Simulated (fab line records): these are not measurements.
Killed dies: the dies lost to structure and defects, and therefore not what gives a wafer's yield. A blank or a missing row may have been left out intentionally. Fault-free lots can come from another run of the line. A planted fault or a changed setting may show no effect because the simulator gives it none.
Problem report, 8D (eight disciplines) form, completed by code + flow n5-finfet + the parts of the form that need people (team, actions taken, sign-off) are left out

== 1. THE ISSUE ==
At N5_BEOL_M5_CO_CAP_78, run-length-s averages 183.9 s over 2 wafers from 2 lots, while fault-free wafers read 125.1 s, standard deviation 0.53. So: +99 or more standard deviations from the usual mean.
The step: material Co, precursor CCTBA/H2, target thk 2 nm, time 102.1 s.
Earliest sighting: wafer L127.4 on cvd-co-02 at day 12 20:41. At this step, 16 wafers from 6 lots have a number in the record. The rule behind "out" and "out of limits": a value lying over 4 standard deviations away from the usual mean. The other wafers with a number count as sound.

== 2. WHAT IT IS, AND WHAT IT ISN'T ==
| question                    | is                | is not                                                                    |
|-----------------------------|-------------------|---------------------------------------------------------------------------|
| which readings at this step | run-length-s      | heater-power-w                                                            |
| which lots                  | L127, L132        | L118, L121, L122, L134                                                    |
| which wafers of those lots  | L127.4, L132.3    | L127.1, L132.2                                                            |
| read on which tools         | cvd-co-02         | cvd-co-01                                                                 |
| when                        | from day 12 20:41 | up to then (10 sound wafers); but 4 sound wafers of L132, L134 came after |

== 3. WHAT RULES OUT EACH SUSPECT ==
Counting: a tool at a process step up to the reading stays a suspect if it ran every lot that is out. Sound lots after the first of them don't rule it out here, since some wafers of a struck lot are sound.
- cvd-co-02 at N5_BEOL_M5_CO_CAP_78 (material Co, precursor CCTBA/H2, target thk 2 nm, time 102.1 s): kept. Every lot that is out went through it, the first being L127 (day 12 20:41); the last sound lot it ran before that was L118 (day 10 10:25). Its own readings are out on those wafers: run-length-s.
The count leaves cvd-co-02 at N5_BEOL_M5_CO_CAP_78.

== 4. THE CAUSE (what the simulator had put in) ==
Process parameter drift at N5_BEOL_M5_CO_CAP_78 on cvd-co-02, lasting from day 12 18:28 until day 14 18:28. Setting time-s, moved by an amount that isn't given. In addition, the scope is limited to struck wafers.
Counting left only this tool.

== 5. SEQUENCE OF EFFECTS, ordered by route ==
Each row: a reading whose mean over the struck wafers that have a number lies more than 3 standard deviations from the usual. Scope: only readings with a usual standard deviation given in the record; hours: median across lots of the time from each lot's start at the first step in this table that gives one to its start at this step; sigmas: change in usual standard deviations.
| hours | step                 | reading      | usual   | on struck wafers | change | sigmas      |
|-------|----------------------|--------------|---------|------------------|--------|-------------|
| 0     | N5_BEOL_M5_CO_CAP_78 | run-length-s | 125.1 s | 183.9            | +58.8  | +99 or more |
It contains these process steps:
- N5_BEOL_M5_CO_CAP_78: material Co, precursor CCTBA/H2, target thk 2 nm, time 102.1 s.

== 6. WHAT WOULD HAVE CAUGHT IT SOONER ==
The fault began at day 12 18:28; the first out-of-limits reading in this record came at day 12 20:41, 2 hours later.
